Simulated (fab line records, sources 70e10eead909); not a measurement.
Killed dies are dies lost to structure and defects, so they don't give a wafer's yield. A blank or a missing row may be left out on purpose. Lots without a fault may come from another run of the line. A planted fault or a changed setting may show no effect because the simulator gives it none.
Chamber matching | flow nand_harc | NHARC_P_M2_CMP_23 on cmp-04: 4 sister chambers
The step polishes, t overpolish 20 s, target thk 144.3 nm. 8 wafers are shown with their chamber, then 7 later ones without.

WAFERS WITH THEIR CHAMBER
wafer  | chamber | motor_current_A (A) | time_to_endpoint_s (s)
L084.6 | 2       | 12.7                | 27.5
L085.3 | 3       | 10.4                | 27.7
L085.4 | 0       | 9.8                 | 27.7
L089.3 | 2       | 12.0                | 24.8
L089.4 | 1       | 11.6                | 25.6
L089.5 | 1       | 11.9                | 25.0
L091.1 | 0       | 10.0                | 28.4
L091.3 | 3       | 10.7                | 30.0

WAFERS WITHOUT THEIR CHAMBER
wafer  | motor_current_A (A) | time_to_endpoint_s (s)
L091.4 | 11.8                | 28.5
L096.1 | 11.8                | 26.1
L096.5 | 11.8                | 28.3
L096.6 | 9.6                 | 30.9
L097.1 | 10.0                | 30.4
L097.4 | 11.5                | 28.6
L097.5 | 9.8                 | 29.8

WHICH CHAMBER EACH WENT THROUGH
wafer  | from the rows above          | in truth
L091.4 | can't be placed: 1 or 2 or 3 | 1
L096.1 | can't be placed: 1 or 2      | 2
L096.5 | can't be placed: 1 or 2 or 3 | 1
L096.6 | can't be placed: 0 or 3      | 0
L097.1 | can't be placed: 0 or 3      | 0
L097.4 | can't be placed: 1 or 3 or 2 | 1
L097.5 | can't be placed: 0 or 3      | 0
Placed correctly: 0 of 7. Can't be placed from these rows: 7 (the true chamber is among the candidates in 7). Placed wrongly: 0.
How it was worked out, from the rows above alone: a wafer's distance from a chamber is the root of the sum, over the readings, of the square of ((its reading less the chamber's mean) divided by the reading's scatter). The wafer belongs to the nearest chamber; if the next one is less than 2 further off, it can't be placed. A chamber's mean is the mean of its shown wafers. The scatter: the root of (the sum of the squares of (reading less its chamber's mean) over the shown wafers, divided by (wafers less chambers)).
